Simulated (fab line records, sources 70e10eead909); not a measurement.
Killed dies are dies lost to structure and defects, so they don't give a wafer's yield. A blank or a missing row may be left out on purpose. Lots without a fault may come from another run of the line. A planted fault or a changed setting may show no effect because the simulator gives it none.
Which tool did it? | flow nand_harc | 6 lots, 18 wafers sampled, at 5 steps of a route of 1302

WHAT THE GAUGES READ, wafer by wafer
NHARC_END_SORT_01.
lot  | measured     | on        | defect_limited_yield (%)
L599 | day 32 21:51 | prober-01 | 90.5

WHICH TOOL RAN EACH LOT (tool, then ch and the chambers of the sampled wafers, then the start)
lot  | NHARC_A_M1_PRE_CLEAN_32         | NHARC_A_BONDPAD_ETCH_34            | NHARC_A_BONDPAD_PVD_27                  | NHARC_A_BONDPAD_ANNEAL_28
L580 | pecvd-03 ch 0,2, day 23 18:19   | rie_diel-06 ch 1,3, day 23 20:28   | pvd_sputter-01, day 23 22:04 or earlier | rtp_anneal-01 ch 0, day 23 22:04
L583 | pecvd-01 ch 1,2, day 24 10:27   | rie_diel-06 ch 0,1,3, day 24 12:29 | pvd_sputter-03, day 24 14:04 or earlier | rtp_anneal-02 ch 0, day 24 14:04
L584 | pecvd-02 ch 1,2, day 25 05:46   | rie_diel-06 ch 2,3, day 25 07:56   | pvd_sputter-03, day 25 09:38 or earlier | rtp_anneal-02 ch 0, day 25 09:38
L588 | pecvd-03 ch 0,1,2, day 28 01:18 | rie_diel-06 ch 1,2,3, day 28 03:27 | pvd_sputter-03, day 28 05:03 or earlier | rtp_anneal-01 ch 0, day 28 05:03
L599 | pecvd-01 ch 0,1,2, day 31 04:08 | rie_diel-06 ch 0,3, day 31 06:08   | pvd_sputter-02, day 31 07:49 or earlier | rtp_anneal-01 ch 0, day 31 07:49
L602 | pecvd-03 ch 0,1, day 32 12:47   | rie_diel-03 ch 1,2,3, day 32 14:56 | pvd_sputter-03, day 32 16:32 or earlier | rtp_anneal-01 ch 0, day 32 16:32
- NHARC_A_M1_PRE_CLEAN_32: time 12 s.
- NHARC_A_BONDPAD_ETCH_34: etches the open film in N2/H2, target depth 60 nm, overetch 18 nm, time 65.91 s.
- NHARC_A_BONDPAD_PVD_27: deposits Cu, target thk 30 nm, time 20.49 s.
- NHARC_A_BONDPAD_ANNEAL_28: time 90 s.

THE ANSWER, worked out from the rows above alone
Rule: what is usual is taken from the lots themselves. Put in order of their means at a reading, lots are off if they are a third of the lots or fewer, leave a main group of 4 or more, and stand apart from it by a gap of 3 or more times the standard deviation of the main group's means; of several such gaps the widest counts. A main group whose means are all the same, to the digits that the tables above print for the reading, isn't used. A lot without any number at a reading at which 4 lots or more have one is off too. The other lots that the step has rows for count as sound.
No lot is off at any reading shown: from this, nothing can be told.

WHAT THE SIMULATOR HAD PUT IN
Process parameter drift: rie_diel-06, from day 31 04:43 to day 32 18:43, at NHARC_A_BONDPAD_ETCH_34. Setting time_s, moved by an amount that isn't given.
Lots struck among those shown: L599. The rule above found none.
